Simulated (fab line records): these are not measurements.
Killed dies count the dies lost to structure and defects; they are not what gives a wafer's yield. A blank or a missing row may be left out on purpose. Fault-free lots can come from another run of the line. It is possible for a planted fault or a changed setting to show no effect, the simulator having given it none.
Which tool was responsible? ; flow nand_harc ; 11 lots (33 wafers sampled), 1 step of a 1159-step route

## WHAT THE GAUGES SHOWED, per wafer
NHARC_P_BONDPAD_OVL_MEAS_38.
lot;measured;on;overlay_x_nm (nm)
L945;day 6 11:07;overlay-01;-4 -4 -4
L946;day 6 17:01;overlay-02;4 4 3
L949;day 7 15:08;overlay-01;9 9 9
L951;day 7 19:35;overlay-02;-11 -11 -11
L952;day 8 04:03;overlay-02;-4 -4 -5
L955;day 8 14:29;overlay-02;8 8 9
L959;day 9 17:51;overlay-02;3 4 3
L956;day 9 19:12;overlay-01;-2 -2 -2
L964;day 11 04:37;overlay-02;-1 -1 0
L965;day 11 08:21;overlay-02;-2 -2 -1
L968;day 12 11:25;overlay-01;1 1 1

## WHICH TOOL RAN EACH LOT (tool, then ch and the chambers of the sampled wafers, then the start)
Record: no process step prior to these readings.

## THE ANSWER, worked out from the rows above alone
Rule: usual is defined by the lots themselves. The widest of any qualifying gaps counts: lots, ordered by their means at a reading, are off when they make up no more than a third of the lots, leave a main group of 4 or more, and stand apart from it by 3 or more times the standard deviation of that group's means. A main group whose means are all the same, to the digits that the tables above print for the reading, isn't used. Also off: a lot with no number at a reading for which 4 or more lots have one. Where the step has rows for the other lots, those lots are counted as sound.
No lot is off at any reading shown: from this, nothing can be told.

## WHAT HAD BEEN PUT IN BY THE SIMULATOR
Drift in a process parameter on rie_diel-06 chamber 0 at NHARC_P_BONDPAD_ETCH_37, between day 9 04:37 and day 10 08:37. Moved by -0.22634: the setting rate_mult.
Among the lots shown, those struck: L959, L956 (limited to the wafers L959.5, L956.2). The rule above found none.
